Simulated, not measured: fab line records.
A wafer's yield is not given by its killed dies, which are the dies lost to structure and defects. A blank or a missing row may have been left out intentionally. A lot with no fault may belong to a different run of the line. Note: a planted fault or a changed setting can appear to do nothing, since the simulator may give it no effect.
fab line records	flow n5-finfet
record: lots: 24	wafers: 72	last-day: 18
route steps=1938 shown BEOL_M13@1704 BEOL_M14@1731 BEOL_M15@1789
lots with no fault: from the same line, run without faults
start-h: the number of hours between the record's first day and the start of the first shown wafer of the lot	wait-h: how many hours have passed since the lot's step before this one	" as in the row above	L1.1+2: a row that stands for several wafers	- either no value or no given start	* or withheld: withheld	< > ~ a bound
route shown NAME@n: NAME is a module with steps in the file, n the number in the route of the first one	usual: average and standard deviation across the fault-free wafers	same: alike in all rows	chamber/n: place in a boat	sites: each site's reading	_std_site: the values' standard deviation	_edge_site: inner sites' mean taken away from outer sites' mean	radius-mm: how far each site lies from the wafer's centre	mask NAME#n: copy n	behind: the most recent tool/chamber to have shaped the wafer	hold: what put the lot on hold/how long, in hours/how the hold closed	device: whichever transistor did not switch (one of n, p or np)	end of line: tests of these same wafers at the route's end	where a step has no rows: the recipe by itself	killed: not the wafer's yield, but the dies lost to structure and defects at the first sort	map: shows each die of a wafer: x if killed, . if not, _ if none is there
set.NAME: the run value of the setting; set.NAME@STEP: its run value at that earlier step	model.NAME: the simulator's own value behind a step, which no gauge read
route steps across a sampled set of lots; one table per step, one row per wafer
services: the hour from which a tool's chamber was out of use, counted from the record's first day as start-h (under 0 if before that day), plus the number of hours and why
== steps ==
step: N5_BEOL_M13_PRE_CLEAN_42
recipe: gas: H2/He	time-s: 30	temp-c: 250
usual: heater-power-w: 328/28
lot.wafer	tool	chamber	start-h	wait-h	heater-power-w
L074.3	pvd-sputter-01	-	235.15	0.0	299
L074.5	"	-	"	"	298
L074.6	"	-	"	"	344
L075.2	pvd-sputter-02	-	235.55	0.0	332
L075.4	"	-	"	"	335
L075.6	"	-	"	"	351
L076.1	pvd-sputter-01	-	248.49	0.0	333
L076.4	"	-	"	"	340
L076.5	"	-	"	"	331
L077.1	pvd-sputter-01	-	257.37	0.0	329
L077.4	"	-	"	"	334
L077.6	"	-	"	"	335
L078.1	pvd-sputter-01	-	257.95	0.0	276
L078.5	"	-	"	"	289
L078.6	"	-	"	"	349
L079.1	pvd-sputter-03	-	261.64	0.0	345
L079.2	"	-	"	"	355
L079.3	"	-	"	"	302
L080.1	pvd-sputter-01	-	271.54	0.0	301
L080.3	"	-	"	"	279
L080.6	"	-	"	"	292
L081.1	pvd-sputter-02	-	283.92	0.0	332
L081.2	"	-	"	"	391
L081.5	"	-	"	"	336
L083.2	pvd-sputter-02	-	289.86	0.0	326
L083.4	"	-	"	"	350
L083.6	"	-	"	"	337
L082.3	pvd-sputter-01	-	295.65	0.0	330
L082.4	"	-	"	"	280
L082.6	"	-	"	"	278
L084.2	pvd-sputter-03	-	298.98	0.0	349
L084.3	"	-	"	"	347
L084.4	"	-	"	"	304
L086.2	pvd-sputter-03	-	313.75	0.0	313
L086.3	"	-	"	"	341
L086.5	"	-	"	"	348
L085.1	pvd-sputter-02	-	318.63	0.0	355
L085.2	"	-	"	"	331
L085.5	"	-	"	"	329
L087.1	pvd-sputter-02	-	318.95	0.0	324
L087.4	"	-	"	"	349
L087.5	"	-	"	"	326
L089.1	pvd-sputter-01	-	345.30	0.0	344
L089.5	"	-	"	"	348
L089.6	"	-	"	"	273
L088.2	pvd-sputter-01	-	346.58	0.0	342
L088.4	"	-	"	"	284
L088.5	"	-	"	"	354
L090.3	pvd-sputter-02	-	347.84	0.0	331
L090.4	"	-	"	"	385
L090.6	"	-	"	"	392
L091.1	pvd-sputter-02	-	354.75	0.0	320
L091.5	"	-	"	"	336
L091.6	"	-	"	"	347
L093.1	pvd-sputter-03	-	361.95	0.0	313
L093.4	"	-	"	"	352
L093.6	"	-	"	"	300
L094.2	pvd-sputter-02	-	377.90	0.0	326
L094.4	"	-	"	"	335
L094.5	"	-	"	"	377
L092.1	pvd-sputter-02	-	378.38	0.0	333
L092.3	"	-	"	"	348
L092.4	"	-	"	"	341
L095.3	pvd-sputter-03	-	384.11	0.0	297
L095.5	"	-	"	"	341
L095.6	"	-	"	"	299
L096.1	pvd-sputter-01	-	392.29	0.0	328
L096.4	"	-	"	"	272
L096.5	"	-	"	"	295
L097.1	pvd-sputter-01	-	402.87	0.0	294
L097.5	"	-	"	"	338
L097.6	"	-	"	"	303
step: N5_BEOL_M13_ANNEAL_48
recipe: temp-c: 225	time-s: 90	ambient: N2
usual: anneal-temp-c: 225.06/0.16	anneal-temp-c-max: 226.2/0.44	wafer_temp_C_max: 226.34/0.29
lot.wafer	tool	chamber	start-h	wait-h	anneal-temp-c	anneal-temp-c-max	wafer_temp_C_max
L074.3	rtp-anneal-02	0	235.72	0.2	225.13	226.9	226.07
L074.5	"	0	"	"	225.17	226.5	226.48
L074.6	"	0	"	"	225.05	226.5	226.22
L075.2	rtp-anneal-02	0	236.68	0.8	225.07	226.3	226.55
L075.4	"	0	"	"	225.04	226.6	226.21
L075.6	"	0	"	"	225.03	226.1	226.82
L076.1	rtp-anneal-02	0	248.97	0.1	225.38	227.3	226.70
L076.4	"	0	"	"	225.37	226.7	225.97
L076.5	"	0	"	"	225.33	226.7	226.38
L077.1	rtp-anneal-01	0	257.85	0.1	225.24	225.9	226.14
L077.4	"	0	"	"	225.13	225.8	226.40
L077.6	"	0	"	"	224.60	225.2	226.28
L078.1	rtp-anneal-02	0	258.43	0.1	224.77	226.3	226.37
L078.5	"	0	"	"	224.84	226.4	226.61
L078.6	"	0	"	"	225.11	226.8	225.95
L079.1	rtp-anneal-02	0	262.12	0.1	225.04	226.5	226.61
L079.2	"	0	"	"	225.18	226.4	226.27
L079.3	"	0	"	"	224.99	226.7	226.80
L080.1	rtp-anneal-02	0	272.02	0.1	224.74	226.1	226.21
L080.3	"	0	"	"	224.88	226.3	226.52
L080.6	"	0	"	"	224.99	226.5	226.27
L081.1	rtp-anneal-02	0	284.62	0.3	225.39	226.8	226.48
L081.2	"	0	"	"	225.10	226.1	226.34
L081.5	"	0	"	"	225.17	226.5	226.33
L083.2	rtp-anneal-01	0	290.40	0.2	224.90	225.6	226.37
L083.4	"	0	"	"	224.82	225.3	226.93
L083.6	"	0	"	"	225.14	225.9	226.81
L082.3	rtp-anneal-01	0	296.52	0.5	225.10	225.6	226.18
L082.4	"	0	"	"	225.10	225.6	226.43
L082.6	"	0	"	"	225.18	225.9	226.87
L084.2	rtp-anneal-01	0	299.50	0.2	225.25	225.9	226.15
L084.3	"	0	"	"	225.17	226.1	226.54
L084.4	"	0	"	"	225.12	225.7	225.66
L086.2	rtp-anneal-01	0	314.45	0.3	224.94	225.6	226.52
L086.3	"	0	"	"	224.88	225.4	226.39
L086.5	"	0	"	"	225.20	225.8	226.66
L085.1	rtp-anneal-02	0	319.11	0.1	225.21	226.6	226.48
L085.2	"	0	"	"	225.05	226.5	225.97
L085.5	"	0	"	"	225.13	226.3	226.64
L087.1	rtp-anneal-02	0	319.77	0.4	224.93	226.5	226.49
L087.4	"	0	"	"	225.14	226.7	226.96
L087.5	"	0	"	"	225.06	226.7	226.31
L089.1	rtp-anneal-01	0	345.94	0.3	225.14	225.7	226.36
L089.5	"	0	"	"	225.23	226.0	226.18
L089.6	"	0	"	"	225.02	225.7	226.05
L088.2	rtp-anneal-02	0	347.42	0.5	224.98	226.2	225.99
L088.4	"	0	"	"	225.02	226.6	225.97
L088.5	"	0	"	"	225.03	226.5	225.83
L090.3	rtp-anneal-01	0	348.41	0.2	225.26	225.9	226.62
L090.4	"	0	"	"	225.14	225.8	226.32
L090.6	"	0	"	"	225.11	225.6	226.40
L091.1	rtp-anneal-01	0	355.34	0.2	225.17	225.9	226.29
L091.5	"	0	"	"	225.11	225.7	225.94
L091.6	"	0	"	"	224.85	225.5	226.44
L093.1	rtp-anneal-01	0	362.57	0.3	225.22	225.6	226.67
L093.4	"	0	"	"	224.96	225.6	226.01
L093.6	"	0	"	"	225.16	225.9	226.92
L094.2	rtp-anneal-01	0	378.47	0.2	225.30	226.1	225.96
L094.4	"	0	"	"	225.15	226.0	226.76
L094.5	"	0	"	"	225.12	225.8	225.93
L092.1	rtp-anneal-02	0	379.05	0.3	225.02	226.8	226.76
L092.3	"	0	"	"	225.14	226.4	226.05
L092.4	"	0	"	"	225.01	226.6	226.37
L095.3	rtp-anneal-02	0	384.70	0.2	225.06	226.6	226.11
L095.5	"	0	"	"	225.10	226.7	226.66
L095.6	"	0	"	"	225.12	226.6	225.90
L096.1	rtp-anneal-02	0	392.77	0.1	225.02	226.5	226.65
L096.4	"	0	"	"	225.11	226.8	226.08
L096.5	"	0	"	"	225.18	226.7	226.28
L097.1	rtp-anneal-02	0	403.54	0.3	224.69	226.0	226.12
L097.5	"	0	"	"	224.96	226.3	226.16
L097.6	"	0	"	"	224.63	226.4	226.22
step: N5_BEOL_M14_VIA_ETCH_16
recipe: chemistry: C4F8/O2/Ar	target: SiO2	he-inner-torr: 15	he-outer-torr: 30	target-depth-a: 12313	time-s: withheld	ion-energy-ev: 800	pressure-mtorr: 20	source-w: 1905	bias-w: 2040	Ar_flow_sccm: 400	C4F8_flow_sccm: 16	O2_flow_sccm: 12	ends: cleared
usual: drypump-motor-current-A: 5.9/0.49	oes-product-au: 0.76/0.081	rf-vpp-V: 2202/49	showerhead-plenum-p-Torr: 3.41/0.14	throttle-valve-pct: 30.70/0.26
lot.wafer	tool	chamber	start-h	wait-h	drypump-motor-current-A	oes-product-au	rf-vpp-V	showerhead-plenum-p-Torr	throttle-valve-pct
L074.3	rie-diel-04	3	237.41	0.0	5.4	0.77	2199	3.38	30.51
L074.5	"	1	"	"	5.3	0.63	2185	3.26	30.10
L074.6	"	0	"	"	5.6	0.86	2219	3.69	30.74
L075.2	rie-diel-05	1	238.29	0.0	6.0	0.75	2201	3.37	30.83
L075.4	"	2	"	"	5.1	0.62	2211	3.57	30.90
L075.6	"	0	"	"	5.7	0.84	2292	3.67	30.75
L076.1	rie-diel-05	2	250.43	0.0	5.1	0.62	2210	3.56	30.88
L076.4	"	3	"	"	5.6	0.87	2146	3.41	31.26
L076.5	"	2	"	"	5.1	0.62	2209	3.56	30.91
L077.1	rie-diel-04	1	259.31	0.0	5.2	0.62	2185	3.25	30.12
L077.4	"	0	"	"	5.6	0.84	2220	3.68	30.72
L077.6	"	2	"	"	5.8	0.63	2177	3.53	30.92
L078.1	rie-diel-06	3	259.89	0.0	6.5	0.75	2122	3.29	30.51
L078.5	"	2	"	"	5.5	0.62	2277	3.22	30.52
L078.6	"	1	"	"	6.0	0.88	2230	3.34	30.60
L079.1	rie-diel-06	0	263.70	0.0	6.7	0.83	2196	3.40	30.91
L079.2	"	3	"	"	6.5	0.76	2121	3.29	30.49
L079.3	"	1	"	"	6.0	0.87	2231	3.34	30.60
L080.1	rie-diel-06	2	273.60	0.0	5.4	0.61	2278	3.22	30.52
L080.3	"	1	"	"	6.0	0.87	2229	3.34	30.61
L080.6	"	0	"	"	6.6	0.82	2196	3.40	30.92
L081.1	rie-diel-04	2	286.08	0.0	5.8	0.63	2177	3.52	30.92
L081.2	"	3	"	"	5.3	0.75	2197	3.37	30.54
L081.5	"	3	"	"	5.4	0.76	2197	3.37	30.52
L083.2	rie-diel-06	0	292.22	0.0	6.6	0.82	2195	3.39	30.94
L083.4	"	2	"	"	5.5	0.60	2275	3.22	30.53
L083.6	"	3	"	"	6.5	0.75	2121	3.29	30.52
L082.3	rie-diel-06	1	297.90	0.0	6.0	0.86	2231	3.34	30.63
L082.4	"	3	"	"	6.5	0.74	2122	3.29	30.50
L082.6	"	1	"	"	6.0	0.86	2230	3.34	30.61
L084.2	rie-diel-06	0	301.03	0.0	6.6	0.81	2196	3.39	30.92
L084.3	"	1	"	"	6.0	0.85	2229	3.34	30.63
L084.4	"	0	"	"	6.6	0.80	2196	3.39	30.92
L086.2	rie-diel-06	2	316.00	0.0	5.5	0.60	2276	3.21	30.53
L086.3	"	0	"	"	6.6	0.78	2196	3.39	30.93
L086.5	"	3	"	"	6.5	0.73	2120	3.28	30.47
L085.1	rie-diel-05	2	320.98	0.0	5.1	0.86	2208	3.55	30.63
L085.2	"	0	"	"	5.7	0.79	2290	3.65	30.77
L085.5	"	2	"	"	5.1	0.86	2209	3.55	30.62
L087.1	rie-diel-06	3	321.57	0.0	6.5	0.73	2122	3.28	30.52
L087.4	"	2	"	"	5.4	0.60	2275	3.21	30.55
L087.5	"	2	"	"	5.4	0.61	2277	3.21	30.55
L089.1	rie-diel-06	0	349.12	0.0	6.7	0.77	2195	3.38	30.95
L089.5	"	3	"	"	6.5	0.72	2119	3.27	30.52
L089.6	"	0	"	"	6.6	0.77	2195	3.38	30.96
L088.2	rie-diel-06	1	349.75	0.0	6.0	0.80	2229	3.33	30.64
L088.4	"	3	"	"	6.5	0.72	2121	3.27	30.53
L088.5	"	0	"	"	6.6	0.78	2195	3.38	30.95
L090.3	rie-diel-05	3	350.37	0.0	5.6	0.80	2145	3.39	31.26
L090.4	"	2	"	"	5.1	0.83	2209	3.55	30.61
L090.6	"	0	"	"	5.7	0.77	2288	3.65	30.78
L091.1	rie-diel-04	2	356.80	0.0	5.8	0.61	2176	3.51	30.95
L091.5	"	0	"	"	5.7	0.78	2218	3.66	30.78
L091.6	"	2	"	"	5.8	0.62	2176	3.51	30.97
L093.1	rie-diel-04	0	364.27	0.0	5.7	0.79	2219	3.66	30.79
L093.4	"	0	"	"	5.6	0.78	2219	3.66	30.76
L093.6	"	3	"	"	5.4	0.72	2197	3.36	30.53
L094.2	rie-diel-06	0	380.14	0.0	6.6	0.77	2193	3.37	30.94
L094.4	"	2	"	"	5.4	0.84	2313	3.60	30.51
L094.5	"	2	"	"	5.5	0.84	2313	3.60	30.50
L092.1	rie-diel-06	2	380.50	0.0	5.5	0.84	2314	3.60	30.52
L092.3	"	0	"	"	6.6	0.76	2194	3.37	30.93
L092.4	"	1	"	"	6.0	0.79	2226	3.32	30.66
L095.3	rie-diel-05	0	386.19	0.0	5.7	0.75	2287	3.64	30.77
L095.5	"	2	"	"	5.1	0.80	2207	3.55	30.63
L095.6	"	1	"	"	6.1	0.70	2199	3.35	30.87
L096.1	rie-diel-05	2	394.22	0.0	5.1	0.80	2208	3.54	30.65
L096.4	"	3	"	"	5.6	0.78	2144	3.38	31.29
L096.5	"	2	"	"	5.1	0.81	2206	3.54	30.62
L097.1	rie-diel-04	1	405.00	0.0	5.2	0.88	2220	3.63	29.91
L097.5	"	0	"	"	5.6	0.76	2217	3.65	30.79
L097.6	"	3	"	"	5.4	0.71	2197	3.35	30.57
step: N5_BEOL_M14_STRIP_63
recipe: chemistry: O2	power-w: 600	temp-c: 60	pressure-mtorr: 30	rf-frequency-hz: 6e+07	bias-power-w: 0	overash-fraction: 0.3	o2-flow-sccm: 225
usual: drypump-motor-current-A: 5.9/0.49	oes-product-au: 0.83/0.094	rf-vpp-V: 3.7/0.84	showerhead-plenum-p-Torr: 2.08/0.091	throttle-valve-pct: 16.56/0.2
lot.wafer	tool	chamber	start-h	wait-h	drypump-motor-current-A	oes-product-au	rf-hours-counter-h	rf-vpp-V	showerhead-plenum-p-Torr	throttle-valve-pct
L074.3	rie-diel-04	3	-	-	5.3	0.84	58	2.8	2.04	16.28
L074.5	"	1	"	"	5.2	0.69	-	3.7	2.00	16.46
L074.6	"	0	"	"	5.6	0.97	-	4.1	2.26	16.32
L075.2	rie-diel-05	1	-	-	6.1	0.83	69	3.4	2.05	16.42
L075.4	"	2	"	"	5.1	0.70	233	3.4	2.16	16.60
L075.6	"	0	"	"	5.7	0.94	-	3.5	2.27	16.63
L076.1	rie-diel-05	2	-	-	5.1	0.69	237	3.7	2.15	16.60
L076.4	"	3	"	"	5.6	0.99	7	5.5	2.05	16.47
L076.5	"	2	"	"	5.1	0.68	-	2.8	2.15	16.61
L077.1	rie-diel-04	1	-	-	5.3	0.67	218	3.6	2.00	16.47
L077.4	"	0	"	"	5.6	0.93	14	4.7	2.26	16.34
L077.6	"	2	"	"	5.8	0.70	-	4.1	2.18	17.01
L078.1	rie-diel-06	3	-	-	6.5	0.81	87	2.8	2.01	16.49
L078.5	"	2	"	"	5.4	0.67	-	3.9	1.97	16.81
L078.6	"	1	"	"	6.0	0.98	-	3.4	2.07	16.71
L079.1	rie-diel-06	0	-	-	6.6	0.91	14	4.0	2.05	16.50
L079.2	"	3	"	"	6.4	0.83	88	4.0	2.01	16.49
L079.3	"	1	"	"	6.0	0.97	7	3.9	2.07	16.67
L080.1	rie-diel-06	2	-	-	5.5	0.66	237	2.8	1.97	16.89
L080.3	"	1	"	"	6.0	0.95	10	6.3	2.07	16.70
L080.6	"	0	"	"	6.6	0.91	-	3.5	2.05	16.49
L081.1	rie-diel-04	2	-	-	5.8	0.69	219	4.2	2.18	17.00
L081.2	"	3	"	"	5.3	0.84	75	3.0	2.03	16.25
L081.5	"	3	"	"	5.4	0.83	-	3.7	2.03	16.30
L083.2	rie-diel-06	0	-	-	6.6	0.89	22	5.2	2.05	16.52
L083.4	"	2	"	"	5.4	0.65	242	3.8	1.97	16.84
L083.6	"	3	"	"	6.5	0.81	-	4.4	2.00	16.50
L082.3	rie-diel-06	1	-	-	6.0	0.95	17	3.2	2.07	16.71
L082.4	"	3	"	"	6.5	0.80	-	2.6	2.00	16.50
L082.6	"	1	"	"	6.0	0.94	-	3.3	2.07	16.73
L084.2	rie-diel-06	0	-	-	6.7	0.89	25	4.9	2.05	16.52
L084.3	"	1	"	"	6.0	0.93	18	2.9	2.07	16.70
L084.4	"	0	"	"	6.6	0.88	-	4.0	2.05	16.51
L086.2	rie-diel-06	2	-	-	5.5	0.67	245	3.7	1.97	16.84
L086.3	"	0	"	"	6.6	0.90	32	3.9	2.05	16.55
L086.5	"	3	"	"	6.5	0.79	-	4.9	2.00	16.53
L085.1	rie-diel-05	2	-	-	5.1	0.97	3	4.2	2.15	16.14
L085.2	"	0	"	"	5.7	0.85	37	2.9	2.26	16.65
L085.5	"	2	"	"	5.1	0.95	-	3.2	2.15	16.16
L087.1	rie-diel-06	3	-	-	6.4	0.79	107	3.7	2.00	16.53
L087.4	"	2	"	"	5.5	0.65	246	2.5	1.97	16.87
L087.5	"	2	"	"	5.5	0.65	-	5.7	1.97	16.85
L089.1	rie-diel-06	0	-	-	6.7	0.85	46	3.8	2.04	16.58
L089.5	"	3	"	"	6.5	0.78	-	2.7	2.00	16.54
L089.6	"	0	"	"	6.6	0.86	-	3.9	2.04	16.57
L088.2	rie-diel-06	1	-	-	6.0	0.88	41	3.4	2.06	16.78
L088.4	"	3	"	"	6.5	0.78	-	5.1	2.00	16.52
L088.5	"	0	"	"	6.6	0.86	-	4.2	2.04	16.60
L090.3	rie-diel-05	3	-	-	5.6	0.90	39	4.0	2.04	16.51
L090.4	"	2	"	"	5.1	0.93	8	3.3	2.15	16.17
L090.6	"	0	"	"	5.7	0.86	-	3.0	2.26	16.67
L091.1	rie-diel-04	2	-	-	5.8	0.68	242	2.6	2.17	17.04
L091.5	"	0	"	"	5.6	0.88	-	3.5	2.24	16.40
L091.6	"	2	"	"	5.8	0.67	-	1.8	2.17	17.03
L093.1	rie-diel-04	0	-	-	5.6	0.87	53	4.2	2.24	16.41
L093.4	"	0	"	"	5.6	0.85	-	3.1	2.24	16.38
L093.6	"	3	"	"	5.3	0.81	-	4.6	2.02	16.33
L094.2	rie-diel-06	0	-	-	6.6	0.83	58	2.8	2.04	16.61
L094.4	"	2	"	"	5.5	0.90	7	2.8	2.23	16.45
L094.5	"	2	"	"	5.4	0.91	-	2.9	2.23	16.49
L092.1	rie-diel-06	2	-	-	5.4	0.92	8	3.1	2.23	16.49
L092.3	"	0	"	"	6.6	0.83	58	3.1	2.04	16.60
L092.4	"	1	"	"	6.0	0.88	52	2.1	2.06	16.77
L095.3	rie-diel-05	0	-	-	5.7	0.82	55	4.6	2.25	16.67
L095.5	"	2	"	"	5.1	0.91	-	4.2	2.14	16.19
L095.6	"	1	"	"	6.0	0.78	-	4.7	2.04	16.54
L096.1	rie-diel-05	2	-	-	5.1	0.89	23	4.2	2.14	16.20
L096.4	"	3	"	"	5.6	0.87	54	4.0	2.03	16.57
L096.5	"	2	"	"	5.1	0.89	-	3.2	2.14	16.20
L097.1	rie-diel-04	1	-	-	5.2	0.96	8	3.1	2.25	16.07
L097.5	"	0	"	"	5.7	0.83	-	4.6	2.24	16.43
L097.6	"	3	"	"	5.4	0.77	-	5.0	2.02	16.37
step: N5_BEOL_M15_STRIP_63
recipe: chemistry: O2	power-w: 600	temp-c: 60	pressure-mtorr: 30	rf-frequency-hz: 6e+07	bias-power-w: 0	overash-fraction: 0.3	o2-flow-sccm: 225
usual: drypump-motor-current-A: 5.8/0.48	oes-product-au: 0.82/0.1	rf-vpp-V: 3.6/0.79	showerhead-plenum-p-Torr: 2.11/0.081	throttle-valve-pct: 16.66/0.29
lot.wafer	tool	chamber	start-h	wait-h	drypump-motor-current-A	oes-product-au	rf-hours-counter-h	rf-vpp-V	showerhead-plenum-p-Torr	throttle-valve-pct
L074.3	rie-diel-02	2	-	-	5.6	0.71	235	4.2	1.99	16.80
L074.5	"	0	"	"	5.3	0.83	-	5.0	2.07	16.70
L074.6	"	3	"	"	5.5	0.86	-	3.2	2.25	16.59
L075.2	rie-diel-01	3	-	-	6.6	0.72	190	3.1	2.18	17.02
L075.4	"	1	"	"	6.6	0.66	-	3.9	1.97	16.45
L075.6	"	0	"	"	5.5	0.85	-	3.6	2.11	16.35
L076.1	rie-diel-03	1	-	-	5.7	0.73	210	3.9	2.01	17.05
L076.4	"	0	"	"	5.7	0.71	-	2.5	2.14	17.13
L076.5	"	1	"	"	5.7	0.74	-	3.1	2.01	17.06
L077.1	rie-diel-02	2	-	-	5.6	0.71	240	3.1	1.99	16.82
L077.4	"	1	"	"	6.2	0.70	214	3.0	2.06	16.60
L077.6	"	3	"	"	5.5	0.85	-	1.7	2.24	16.61
L078.1	rie-diel-01	1	-	-	6.6	0.66	256	3.7	1.97	16.44
L078.5	"	0	"	"	5.6	0.85	-	2.6	2.11	16.35
L078.6	"	1	"	"	6.6	0.66	-	4.3	1.97	16.48
L079.1	rie-diel-02	2	-	-	5.6	0.71	242	4.0	1.99	16.80
L079.2	"	0	"	"	5.3	0.83	58	4.3	2.07	16.69
L079.3	"	1	"	"	6.2	0.72	215	3.7	2.06	16.58
L080.1	rie-diel-02	3	-	-	5.5	0.85	72	3.4	2.24	16.61
L080.3	"	1	"	"	6.2	0.71	218	2.9	2.06	16.58
L080.6	"	1	"	"	6.2	0.71	-	4.4	2.06	16.59
L081.1	rie-diel-03	3	-	-	5.1	0.70	234	3.0	2.07	16.95
L081.2	"	1	"	"	5.7	0.73	219	2.9	2.01	17.07
L081.5	"	2	"	"	5.3	0.98	-	3.0	2.14	16.46
L083.2	rie-diel-03	1	-	-	5.7	0.73	221	4.3	2.01	17.07
L083.4	"	2	"	"	5.3	0.97	10	3.4	2.14	16.45
L083.6	"	1	"	"	5.7	0.72	-	3.0	2.01	17.09
L082.3	rie-diel-01	2	-	-	5.7	0.95	11	3.4	2.08	16.84
L082.4	"	1	"	"	6.6	0.98	3	3.4	2.23	16.06
L082.6	"	1	"	"	6.6	0.96	-	4.0	2.23	16.04
L084.2	rie-diel-01	0	-	-	5.5	0.83	71	1.9	2.10	16.38
L084.3	"	3	"	"	6.6	0.71	211	3.0	2.17	17.04
L084.4	"	2	"	"	5.7	0.94	12	4.4	2.08	16.82
L086.2	rie-diel-01	0	-	-	5.5	0.83	75	3.7	2.10	16.41
L086.3	"	3	"	"	6.6	0.71	215	2.6	2.17	17.04
L086.5	"	0	"	"	5.5	0.84	-	5.2	2.10	16.38
L085.1	rie-diel-01	2	-	-	5.7	0.93	17	3.2	2.08	16.85
L085.2	"	0	"	"	5.6	0.83	77	2.2	2.10	16.44
L085.5	"	3	"	"	6.6	0.71	-	3.0	2.17	17.04
L087.1	rie-diel-01	3	-	-	6.6	0.70	219	3.4	2.17	17.04
L087.4	"	1	"	"	6.6	0.93	11	2.1	2.23	16.03
L087.5	"	1	"	"	6.6	0.93	-	2.8	2.23	16.07
L089.1	rie-diel-01	0	-	-	5.5	0.82	85	3.9	2.10	16.41
L089.5	"	0	"	"	5.5	0.81	-	3.0	2.10	16.41
L089.6	"	3	"	"	6.6	0.71	-	3.0	2.17	17.05
L088.2	rie-diel-02	1	-	-	6.3	0.69	243	3.6	2.05	16.65
L088.4	"	3	"	"	5.5	0.81	100	4.4	2.23	16.67
L088.5	"	2	"	"	5.6	0.95	-	3.7	2.25	16.32
L090.3	rie-diel-03	1	-	-	5.7	0.71	238	3.5	2.00	17.12
L090.4	"	0	"	"	5.6	0.94	-	2.4	2.13	16.66
L090.6	"	1	"	"	5.7	0.72	-	3.4	2.00	17.12
L091.1	rie-diel-02	3	-	-	5.5	0.81	100	4.3	2.23	16.67
L091.5	"	0	"	"	5.2	0.79	-	5.7	2.06	16.76
L091.6	"	3	"	"	5.5	0.81	-	3.1	2.23	16.66
L093.1	rie-diel-02	1	-	-	6.2	0.69	247	3.0	2.05	16.65
L093.4	"	0	"	"	5.3	0.78	90	3.7	2.06	16.75
L093.6	"	2	"	"	5.6	0.93	-	4.3	2.25	16.37
L094.2	rie-diel-02	3	-	-	5.5	0.81	105	3.0	2.23	16.69
L094.4	"	2	"	"	5.6	0.91	-	5.0	2.25	16.38
L094.5	"	0	"	"	5.3	0.78	-	3.6	2.05	16.77
L092.1	rie-diel-03	0	-	-	5.6	0.93	29	5.4	2.13	16.65
L092.3	"	3	"	"	5.0	1.00	3	3.6	2.06	16.52
L092.4	"	1	"	"	5.7	0.70	246	3.2	2.00	17.12
L095.3	rie-diel-03	2	-	-	5.3	0.92	37	3.6	2.13	16.48
L095.5	"	2	"	"	5.3	0.91	-	3.5	2.13	16.51
L095.6	"	1	"	"	5.7	0.70	-	4.6	2.00	17.14
L096.1	rie-diel-03	2	-	-	5.3	0.91	39	4.7	2.13	16.51
L096.4	"	0	"	"	5.7	0.92	32	2.1	2.13	16.68
L096.5	"	2	"	"	5.3	0.92	-	4.5	2.13	16.48
L097.1	rie-diel-01	2	-	-	5.7	0.88	45	5.1	2.07	16.89
L097.5	"	2	"	"	5.7	0.90	-	3.1	2.07	16.90
L097.6	"	1	"	"	6.6	0.88	-	3.1	2.22	16.11
step: N5_BEOL_M15_THK_MEAS_50
recipe: thk-meas-gauge: xrf	reads: Cu_of_BEOL_M15_ECD_47
usual: M15_THK: 860/17
lot.wafer	tool	chamber	start-h	wait-h	M15_THK[nm]
L074.3	film-metro-02	-	248.95	-	836
L074.5	"	-	"	"	845
L074.6	"	-	"	"	856
L075.2	film-metro-02	-	254.00	-	837
L075.4	"	-	"	"	841
L075.6	"	-	"	"	838
L076.1	film-metro-01	-	264.80	-	857
L076.4	"	-	"	"	848
L076.5	"	-	"	"	878
L079.1	film-metro-02	-	273.99	-	848
L079.2	"	-	"	"	860
L079.3	"	-	"	"	836
L078.1	film-metro-01	-	274.64	-	858
L078.5	"	-	"	"	875
L078.6	"	-	"	"	877
L077.1	film-metro-01	-	278.52	-	840
L077.4	"	-	"	"	856
L077.6	"	-	"	"	848
L080.1	film-metro-01	-	285.98	-	855
L080.3	"	-	"	"	863
L080.6	"	-	"	"	849
L081.1	film-metro-01	-	296.48	-	870
L081.2	"	-	"	"	861
L081.5	"	-	"	"	862
L083.2	film-metro-02	-	303.18	-	833
L083.4	"	-	"	"	855
L083.6	"	-	"	"	852
L082.3	film-metro-01	-	310.22	-	862
L082.4	"	-	"	"	870
L082.6	"	-	"	"	878
L084.2	film-metro-02	-	310.56	-	842
L084.3	"	-	"	"	846
L084.4	"	-	"	"	862
L086.2	film-metro-01	-	330.94	-	878
L086.3	"	-	"	"	883
L086.5	"	-	"	"	884
L085.1	film-metro-02	-	332.16	-	865
L085.2	"	-	"	"	844
L085.5	"	-	"	"	864
L087.1	film-metro-02	-	338.91	-	875
L087.4	"	-	"	"	869
L087.5	"	-	"	"	873
L089.1	film-metro-01	-	362.89	-	866
L089.5	"	-	"	"	866
L089.6	"	-	"	"	850
L088.2	film-metro-02	-	367.13	-	877
L088.4	"	-	"	"	869
L088.5	"	-	"	"	887
L091.1	film-metro-01	-	370.15	-	879
L091.5	"	-	"	"	875
L091.6	"	-	"	"	879
L090.3	film-metro-02	-	376.31	-	831
L090.4	"	-	"	"	849
L090.6	"	-	"	"	841
L093.1	film-metro-01	-	379.37	-	829
L093.4	"	-	"	"	841
L093.6	"	-	"	"	839
L094.2	film-metro-02	-	390.46	-	820
L094.4	"	-	"	"	837
L094.5	"	-	"	"	852
L092.1	film-metro-01	-	394.61	-	855
L092.3	"	-	"	"	884
L092.4	"	-	"	"	885
L095.3	film-metro-02	-	396.54	-	874
L095.5	"	-	"	"	875
L095.6	"	-	"	"	847
L096.1	film-metro-02	-	405.78	-	885
L096.4	"	-	"	"	863
L096.5	"	-	"	"	879
L097.1	film-metro-01	-	419.88	-	859
L097.5	"	-	"	"	890
L097.6	"	-	"	"	875
== services ==
tool	chamber	start-h	hours	kind
rie-diel-01	3	218.89	5.0	repair
rie-diel-05	0	223.81	5.5	repair
rie-diel-02	0	225.17	5.2	repair
rie-diel-06	1	228.90	-	clean
rie-diel-01	2	237.75	12.4	repair
rie-diel-04	-	266.81	2.4	repair
rie-diel-06	-	267.21	0.6	repair
rie-diel-06	-	275.37	4.3	pm
rie-diel-06	2	294.86	13.9	repair
rie-diel-02	2	301.04	12.7	repair
rie-diel-04	2	302.94	7.1	repair
rie-diel-04	2	310.68	4.4	repair
pvd-sputter-02	-	311.06	2.8	repair
rie-diel-01	1	326.94	2.6	repair
rie-diel-02	1	334.58	3.1	repair
rie-diel-04	3	347.13	14.3	repair
pvd-sputter-03	-	348.61	9.2	repair
rie-diel-06	3	352.68	16.5	repair
rie-diel-02	3	379.35	6.9	repair
rie-diel-01	-	381.04	0.8	repair
rie-diel-01	1	387.40	9.6	repair
rie-diel-04	2	400.23	9.9	repair
pvd-sputter-02	-	408.90	9.1	repair
rie-diel-03	2	414.03	17.4	repair
== key ==
fault none
